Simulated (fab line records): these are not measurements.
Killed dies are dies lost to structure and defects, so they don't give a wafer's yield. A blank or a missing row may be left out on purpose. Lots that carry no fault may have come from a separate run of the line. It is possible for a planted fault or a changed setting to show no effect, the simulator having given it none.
Chamber matching | flow n5Finfet | 4 sister chambers for N5_MOL_CONTACT_COAG_ETCHBACK_132 on rieDiel-05
The step etches SiO2 in CHF3, target depth 10 nm, time 6.7 s. 20 wafers are shown with their chamber, then 10 later ones without.

## WAFERS WITH THEIR CHAMBER
wafer  | chamber | rfVppV (V) | drypumpMotorCurrentA (A) | throttleValvePct (%)
L075.2 | 1       | 542        | 5.1                      | 18.45
L075.5 | 1       | 540        | 5.0                      | 18.45
L075.6 | 0       | 516        | 5.9                      | 18.75
L077.2 | 2       | 498        | 4.9                      | 18.80
L077.4 | 3       | 520        | 6.1                      | 18.85
L077.6 | 2       | 497        | 4.8                      | 18.78
L074.1 | 2       | 498        | 4.8                      | 18.80
L074.3 | 3       | 521        | 6.1                      | 18.88
L074.5 | 0       | 518        | 5.9                      | 18.75
L078.4 | 0       | 519        | 5.9                      | 18.77
L078.5 | 1       | 540        | 5.1                      | 18.45
L078.6 | 2       | 498        | 4.8                      | 18.78
L080.2 | 2       | 498        | 4.8                      | 18.79
L080.3 | 0       | 516        | 5.8                      | 18.76
L080.6 | 3       | 520        | 6.1                      | 18.86
L082.2 | 3       | 521        | 6.1                      | 18.86
L082.4 | 1       | 540        | 5.1                      | 18.45
L082.5 | 2       | 498        | 4.8                      | 18.81
L083.1 | 1       | 541        | 5.1                      | 18.47
L083.3 | 0       | 518        | 5.9                      | 18.79

SIGNATURES, as means of the wafers listed above
reading              | chamber 0 | chamber 1 | chamber 2 | chamber 3 | scatter within a chamber
rfVppV               | 517.40    | 540.60    | 497.83    | 520.50    | 0.874
drypumpMotorCurrentA | 5.880     | 5.080     | 4.817     | 6.100     | 0.039
throttleValvePct     | 18.7640   | 18.4540   | 18.7933   | 18.8625   | 0.0129
Rule: distance of a wafer from a chamber = root of the sum over the readings of ((wafer's reading minus chamber's mean) / reading's scatter) squared. If the next closest chamber is less than 2 further off than the closest, the wafer can't be placed; otherwise it belongs to the closest. The scatter is the square root of a quotient: the sum, over the shown wafers, of each reading's squared deviation from its chamber's mean, divided by wafers minus chambers.

## WAFERS WITHOUT THEIR CHAMBER
wafer  | rfVppV (V) | drypumpMotorCurrentA (A) | throttleValvePct (%)
L083.4 | 498        | 4.8                      | 18.81
L084.1 | 522        | 6.1                      | 18.90
L084.2 | 517        | 5.8                      | 18.80
L084.4 | 541        | 5.1                      | 18.47
L085.2 | 517        | 5.9                      | 18.80
L085.3 | 541        | 5.1                      | 18.47
L085.6 | 498        | 4.9                      | 18.81
L093.2 | 540        | 5.1                      | 18.49
L093.3 | 521        | 6.1                      | 18.93
L093.6 | 521        | 6.1                      | 18.93

## WHICH CHAMBER EACH ONE RAN IN
wafer  | from the rows above | in truth
L083.4 | 2                   | 2
L084.1 | 3                   | 3
L084.2 | 0                   | 0
L084.4 | 1                   | 1
L085.2 | 0                   | 0
L085.3 | 1                   | 1
L085.6 | 2                   | 2
L093.2 | 1                   | 1
L093.3 | 3                   | 3
L093.6 | 3                   | 3
Placed correctly: 10 of 10. Number that these rows cannot place: 0. Number placed wrongly: 0.
